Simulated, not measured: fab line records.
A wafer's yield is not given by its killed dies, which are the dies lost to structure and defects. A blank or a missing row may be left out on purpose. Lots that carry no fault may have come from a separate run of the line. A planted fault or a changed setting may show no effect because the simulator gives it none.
fab line records ; flow n5Finfet ; part 2 of 2: steps 5 to 6 of 6
record: lots: 22; wafers: 66; lastDay: 18
route steps=1938 shown HKMG_FIN@401
lots untouched by any fault: they come from a run of this same line in which no faults occurred
startH: the number of hours between the record's first day and the start of the first shown wafer of the lot ; waitH: hours since the lot's step before ; " identical to the entry in the row above ; L1.1+2: a row that stands for several wafers ; - either no value or no given start ; * or withheld: withheld ; < > ~ a bound
route shown NAME@n: NAME is a module with steps in the file, n the number in the route of the first one ; usual: mean and standard deviation over wafers with no fault ; same: alike in all rows ; chamber/n: place in a boat ; sites: the reading at each site ; _std_site: their standard deviation ; _edge_site: inner sites' mean taken away from outer sites' mean ; radiusMm: how far each site lies from the wafer's centre ; mask NAME#n: copy n ; behind: the last tool/chamber to shape the wafer ; hold: what put the lot on hold/how long, in hours/how the hold closed ; device: which transistor (n, p or np) failed to switch ; end of line: at the end of the route, the tests of the same wafers ; where a step has no rows: the recipe by itself ; killed: at the first sort, the dies lost to defects and structure; wafer yield is something else ; map: per-die view of a wafer (x killed, . not killed, _ where there is no die)
set.NAME: the setting that was run; set.NAME@STEP: the one run at that earlier step ; model.NAME: the simulator's own value behind a step, which no gauge read
route steps across a sampled set of lots; one table per step, one row per wafer
services: a tool's chamber out of use, with start hour (startH, from the record's first day; less than 0 if before it), hours out, and reason
== steps ==
step: N5_HKMG_FIN_STRIP_34
recipe: chemistry: CF4; resist: SiARC; powerW: 300; biasPowerW: 75; pressureMtorr: 50; cf4FlowSccm: 150; rfFrequencyHz: 6e+07
usual: drypumpMotorCurrentA: 5.8/0.35; oesProductAu: 0.79/0.079; rfVppV: 271.2/1.6; showerheadPlenumPTorr: 1.80/0.06; throttleValvePct: 13.59/0.27
lot.wafer;tool;chamber;startH;waitH;drypumpMotorCurrentA;oesProductAu;rfHoursCounterH;rfVppV;showerheadPlenumPTorr;throttleValvePct
L074.1;rieDiel-04;3;73.06;0.0;5.7;0.93;2;274.9;1.91;13.49
L074.2;rieDiel-04;2;73.06;0.0;5.6;0.77;142;272.5;1.87;13.94
L074.3;rieDiel-04;0;73.06;0.0;5.5;0.89;34;268.6;1.76;13.17
L075.1;rieDiel-01;1;78.95;0.0;5.9;0.70;196;270.9;1.78;13.67
L075.5;rieDiel-01;3;78.95;0.0;5.7;0.80;-;269.2;1.75;13.70
L075.6;rieDiel-01;0;78.95;0.0;6.1;0.85;-;269.6;1.75;13.17
L076.1;rieDiel-04;1;86.10;0.0;6.2;0.89;18;273.0;1.90;13.39
L076.3;rieDiel-04;0;86.10;0.0;5.5;0.88;39;271.5;1.76;13.18
L076.4;rieDiel-04;3;86.10;0.0;5.6;0.91;7;273.1;1.91;13.48
L077.1;rieDiel-04;1;90.51;0.0;6.2;0.89;19;274.1;1.90;13.39
L077.5;rieDiel-04;3;90.51;0.0;5.6;0.90;-;273.2;1.91;13.48
L077.6;rieDiel-04;0;90.51;0.0;5.5;0.88;-;270.0;1.76;13.18
L078.3;rieDiel-01;2;100.07;0.0;6.2;0.73;179;271.7;1.78;13.49
L078.4;rieDiel-01;1;100.07;0.0;6.0;0.69;203;272.5;1.78;13.67
L078.6;rieDiel-01;0;100.07;0.0;6.0;0.84;-;271.3;1.74;13.19
L079.2;rieDiel-04;1;103.14;0.0;6.2;0.87;24;275.3;1.90;13.41
L079.3;rieDiel-04;2;103.14;0.0;5.6;0.77;153;271.6;1.86;13.94
L079.4;rieDiel-04;0;103.14;0.0;5.5;0.87;45;271.1;1.76;13.19
L080.1;rieDiel-01;3;111.84;0.0;5.7;0.79;98;270.4;1.75;13.70
L080.3;rieDiel-01;2;111.84;0.0;6.2;0.73;183;271.6;1.78;13.50
L080.5;rieDiel-01;3;111.84;0.0;5.7;0.79;-;268.4;1.75;13.73
L081.1;rieDiel-03;0;118.90;0.0;5.1;0.68;243;272.1;1.77;13.91
L081.4;rieDiel-03;2;118.90;0.0;5.4;0.78;123;274.3;1.87;13.85
L081.6;rieDiel-03;2;118.90;0.0;5.5;0.77;-;271.8;1.87;13.84
L082.1;rieDiel-01;1;120.74;0.0;5.9;0.69;210;269.9;1.78;13.70
L082.4;rieDiel-01;0;120.74;0.0;6.0;0.84;78;270.4;1.74;13.21
L082.5;rieDiel-01;0;120.74;0.0;6.1;0.84;-;270.5;1.74;13.19
L083.2;rieDiel-03;0;129.39;0.0;5.1;0.67;247;269.6;1.77;13.93
L083.5;rieDiel-03;2;129.39;0.0;5.5;0.77;-;271.8;1.87;13.85
L083.6;rieDiel-03;1;129.39;0.0;6.4;0.67;-;272.0;1.77;13.66
L084.1;rieDiel-03;0;136.35;0.0;5.1;0.68;249;270.8;1.77;13.93
L084.4;rieDiel-03;1;136.35;0.0;6.3;0.67;250;270.9;1.77;13.67
L084.5;rieDiel-03;2;136.35;0.0;5.5;0.77;-;272.0;1.87;13.85
L085.1;rieDiel-04;3;145.07;0.0;5.7;0.87;25;273.2;1.90;13.54
L085.4;rieDiel-04;1;145.07;0.0;6.2;0.85;37;274.5;1.90;13.42
L085.6;rieDiel-04;1;145.07;0.0;6.2;0.85;-;274.0;1.90;13.42
L087.3;rieDiel-01;2;152.73;0.0;6.2;0.71;195;271.3;1.78;13.51
L087.4;rieDiel-01;0;152.73;0.0;6.1;0.83;88;270.1;1.74;13.23
L087.6;rieDiel-01;1;152.73;0.0;5.9;0.69;-;271.3;1.77;13.73
L088.1;rieDiel-03;1;161.63;0.0;6.4;0.97;1;271.1;1.77;13.12
L088.2;rieDiel-03;3;161.63;0.0;5.9;0.75;160;269.8;1.73;13.81
L088.6;rieDiel-03;2;161.63;0.0;5.5;0.76;-;272.5;1.87;13.89
L090.1;rieDiel-01;2;175.51;0.0;6.2;0.71;204;270.9;1.77;13.54
L090.2;rieDiel-01;1;175.51;0.0;5.9;0.68;228;270.2;1.77;13.74
L090.3;rieDiel-01;3;175.51;0.0;5.7;0.76;118;269.4;1.74;13.74
L092.1;rieDiel-03;1;183.47;0.0;6.3;0.92;10;269.3;1.76;13.15
L092.2;rieDiel-03;2;183.47;0.0;5.5;0.75;150;272.6;1.86;13.91
L092.3;rieDiel-03;0;183.47;0.0;5.1;0.95;1;272.1;1.77;13.35
L091.1;rieDiel-03;1;186.27;0.0;6.4;0.93;11;270.6;1.77;13.14
L091.4;rieDiel-03;3;186.27;0.0;5.9;0.75;166;267.3;1.73;13.81
L091.6;rieDiel-03;3;186.27;0.0;5.9;0.75;-;270.7;1.73;13.81
L093.3;rieDiel-03;2;191.74;0.0;5.5;0.75;154;273.2;1.86;13.92
L093.4;rieDiel-03;0;191.74;0.0;5.0;0.93;4;269.6;1.77;13.38
L093.6;rieDiel-03;2;191.74;0.0;5.5;0.75;-;272.5;1.86;13.90
L094.1;rieDiel-01;0;194.78;0.0;6.0;0.81;103;269.4;1.74;13.28
L094.4;rieDiel-01;1;194.78;0.0;5.9;0.67;236;270.0;1.77;13.76
L094.6;rieDiel-01;1;194.78;0.0;6.0;0.68;-;270.4;1.77;13.75
L095.2;rieDiel-04;1;201.65;0.0;6.2;0.84;45;273.0;1.89;13.43
L095.3;rieDiel-04;2;201.65;0.0;5.6;0.73;188;271.9;1.85;14.02
L095.6;rieDiel-04;3;201.65;0.0;5.6;0.83;-;271.9;1.90;13.58
L096.1;rieDiel-03;2;207.35;0.0;5.5;0.75;158;272.7;1.86;13.93
L096.2;rieDiel-03;3;207.35;0.0;5.9;0.75;174;268.9;1.73;13.83
L096.5;rieDiel-03;2;207.35;0.0;5.5;0.75;-;271.6;1.86;13.93
L097.1;rieDiel-01;2;214.58;0.0;6.2;0.70;218;270.7;1.77;13.56
L097.4;rieDiel-01;1;214.58;0.0;6.0;0.67;240;271.4;1.77;13.78
L097.6;rieDiel-01;3;214.58;0.0;5.7;0.75;-;271.6;1.74;13.81
step: N5_HKMG_FIN_STRIP_92
recipe: chemistry: N2/H2; material: SOC; timeS: 20; powerW: 500; tempC: 40; pressureMtorr: 50; rfFrequencyHz: 6e+07; biasPowerW: 8; h2Frac: 0.5; n2FlowSccm: 300; h2FlowSccm: 300
usual: drypumpMotorCurrentA: 5.8/0.35; oesProductAu: 0.80/0.084; rfVppV: 54.3/0.87; showerheadPlenumPTorr: 3.36/0.12; throttleValvePct: 19.03/0.28
same: timeS: 20
lot.wafer;tool;chamber;startH;waitH;drypumpMotorCurrentA;oesProductAu;rfHoursCounterH;rfVppV;showerheadPlenumPTorr;throttleValvePct
L074.1;rieDiel-04;3;73.23;0.1;5.6;0.94;2;55.9;3.57;18.81
L074.2;rieDiel-04;2;73.23;0.1;5.6;0.77;142;54.5;3.49;19.13
L074.3;rieDiel-04;0;73.23;0.1;5.5;0.92;34;54.9;3.29;18.60
L075.1;rieDiel-01;1;79.11;0.1;5.9;0.71;196;52.9;3.34;18.74
L075.5;rieDiel-01;3;79.11;0.1;5.8;0.82;-;54.7;3.26;19.09
L075.6;rieDiel-01;0;79.11;0.1;6.1;0.87;-;53.2;3.27;18.96
L076.1;rieDiel-04;1;86.27;0.1;6.2;0.89;18;55.5;3.58;19.19
L076.3;rieDiel-04;0;86.27;0.1;5.5;0.90;39;53.9;3.28;18.59
L076.4;rieDiel-04;3;86.27;0.1;5.7;0.91;7;55.1;3.56;18.82
L077.1;rieDiel-04;1;90.68;0.1;6.2;0.89;19;55.6;3.58;19.21
L077.5;rieDiel-04;3;90.68;0.1;5.7;0.90;-;53.8;3.56;18.83
L077.6;rieDiel-04;0;90.68;0.1;5.5;0.91;-;55.1;3.28;18.61
L078.3;rieDiel-01;2;100.24;0.1;6.2;0.71;179;55.7;3.34;19.10
L078.4;rieDiel-01;1;100.24;0.1;6.0;0.70;203;55.2;3.34;18.76
L078.6;rieDiel-01;0;100.24;0.1;6.1;0.84;-;53.5;3.26;18.97
L079.2;rieDiel-04;1;103.31;0.1;6.2;0.87;24;55.0;3.57;19.19
L079.3;rieDiel-04;2;103.31;0.1;5.6;0.76;153;54.4;3.48;19.14
L079.4;rieDiel-04;0;103.31;0.1;5.5;0.89;45;53.6;3.28;18.62
L080.1;rieDiel-01;3;112.01;0.1;5.8;0.81;98;54.3;3.25;19.13
L080.3;rieDiel-01;2;112.01;0.1;6.2;0.72;183;55.1;3.34;19.14
L080.5;rieDiel-01;3;112.01;0.1;5.7;0.80;-;53.9;3.25;19.12
L081.1;rieDiel-03;0;119.07;0.1;5.1;0.67;244;53.8;3.32;19.26
L081.4;rieDiel-03;2;119.07;0.1;5.5;0.79;123;54.7;3.51;18.99
L081.6;rieDiel-03;2;119.07;0.1;5.5;0.79;-;54.5;3.51;19.00
L082.1;rieDiel-01;1;120.90;0.1;6.0;0.69;210;54.0;3.33;18.77
L082.4;rieDiel-01;0;120.90;0.1;6.1;0.84;78;53.7;3.26;18.99
L082.5;rieDiel-01;0;120.90;0.1;6.1;0.84;-;55.0;3.26;18.98
L083.2;rieDiel-03;0;129.56;0.1;5.1;0.66;247;55.1;3.31;19.27
L083.5;rieDiel-03;2;129.56;0.1;5.5;0.78;-;54.3;3.51;18.98
L083.6;rieDiel-03;1;129.56;0.1;6.3;0.67;-;52.2;3.31;18.94
L084.1;rieDiel-03;0;136.52;0.1;5.1;0.67;249;53.8;3.31;19.28
L084.4;rieDiel-03;1;136.52;0.1;6.4;0.68;250;53.5;3.31;18.96
L084.5;rieDiel-03;2;136.52;0.1;5.5;0.79;-;54.5;3.51;19.02
L085.1;rieDiel-04;3;145.24;0.1;5.6;0.86;25;54.8;3.55;18.85
L085.4;rieDiel-04;1;145.24;0.1;6.2;0.86;37;55.5;3.57;19.22
L085.6;rieDiel-04;1;145.24;0.1;6.2;0.86;-;55.4;3.57;19.21
L087.3;rieDiel-01;2;152.90;0.1;6.2;0.71;196;54.0;3.33;19.15
L087.4;rieDiel-01;0;152.90;0.1;6.1;0.84;88;55.3;3.25;18.99
L087.6;rieDiel-01;1;152.90;0.1;6.0;0.69;-;53.4;3.33;18.79
L088.1;rieDiel-03;1;161.80;0.1;6.4;1.00;1;53.4;3.31;18.54
L088.2;rieDiel-03;3;161.80;0.1;5.9;0.77;160;54.2;3.23;19.66
L088.6;rieDiel-03;2;161.80;0.1;5.5;0.78;-;54.1;3.50;19.03
L090.1;rieDiel-01;2;175.68;0.1;6.2;0.70;204;55.2;3.33;19.14
L090.2;rieDiel-01;1;175.68;0.1;5.9;0.68;228;54.1;3.33;18.81
L090.3;rieDiel-01;3;175.68;0.1;5.8;0.79;118;54.2;3.24;19.16
L092.1;rieDiel-03;1;183.64;0.1;6.3;0.95;11;54.0;3.31;18.58
L092.2;rieDiel-03;2;183.64;0.1;5.5;0.76;150;53.9;3.50;19.03
L092.3;rieDiel-03;0;183.64;0.1;5.1;0.96;1;53.6;3.31;18.87
L091.1;rieDiel-03;1;186.44;0.1;6.3;0.93;11;53.5;3.30;18.57
L091.4;rieDiel-03;3;186.44;0.1;5.9;0.77;166;54.8;3.22;19.67
L091.6;rieDiel-03;3;186.44;0.1;6.0;0.77;-;53.8;3.22;19.68
L093.3;rieDiel-03;2;191.91;0.1;5.5;0.76;154;53.9;3.50;19.07
L093.4;rieDiel-03;0;191.91;0.1;5.1;0.95;4;54.1;3.30;18.88
L093.6;rieDiel-03;2;191.91;0.1;5.5;0.76;-;53.8;3.50;19.04
L094.1;rieDiel-01;0;194.95;0.1;6.0;0.80;103;54.9;3.25;19.02
L094.4;rieDiel-01;1;194.95;0.1;6.0;0.67;236;54.6;3.32;18.82
L094.6;rieDiel-01;1;194.95;0.1;6.0;0.67;-;55.8;3.32;18.83
L095.2;rieDiel-04;1;201.82;0.1;6.2;0.85;45;54.7;3.56;19.23
L095.3;rieDiel-04;2;201.82;0.1;5.6;0.74;188;54.6;3.46;19.22
L095.6;rieDiel-04;3;201.82;0.1;5.7;0.82;-;54.4;3.54;18.91
L096.1;rieDiel-03;2;207.52;0.1;5.5;0.75;159;56.5;3.49;19.07
L096.2;rieDiel-03;3;207.52;0.1;6.0;0.75;174;53.4;3.22;19.68
L096.5;rieDiel-03;2;207.52;0.1;5.5;0.75;-;54.9;3.49;19.05
L097.1;rieDiel-01;2;214.75;0.1;6.2;0.69;218;54.0;3.32;19.18
L097.4;rieDiel-01;1;214.75;0.1;5.9;0.67;240;52.8;3.32;18.83
L097.6;rieDiel-01;3;214.75;0.1;5.8;0.77;-;54.6;3.24;19.17
== services ==
tool;chamber;startH;hours;kind
rieDiel-04;3;46.17;-;clean
rieDiel-04;3;46.17;-;consumableReplace:focusRing
rieDiel-04;3;46.17;-;consumableReplace:showerhead
rieDiel-04;3;46.17;21.4;scheduledDown
rieDiel-04;3;46.17;21.4;ventCycle
rieDiel-01;3;63.15;7.3;repair
rieDiel-03;3;64.49;20.8;repair
rieDiel-03;2;88.25;5.0;repair
rieDiel-03;1;136.58;-;clean
rieDiel-03;1;136.58;-;consumableReplace:focusRing
rieDiel-03;1;136.58;23.6;scheduledDown
rieDiel-03;1;136.58;23.6;ventCycle
rieDiel-04;1;154.12;31.9;repair
rieDiel-03;0;160.31;-;clean
rieDiel-03;0;160.31;-;consumableReplace:focusRing
rieDiel-03;0;160.31;19.5;scheduledDown
rieDiel-03;0;160.31;19.5;ventCycle
plasmaAsher-02;-;160.82;2.8;pm
rieDiel-01;1;203.47;7.2;repair
rieDiel-04;1;209.09;6.8;repair
rieDiel-03;2;212.85;15.3;repair
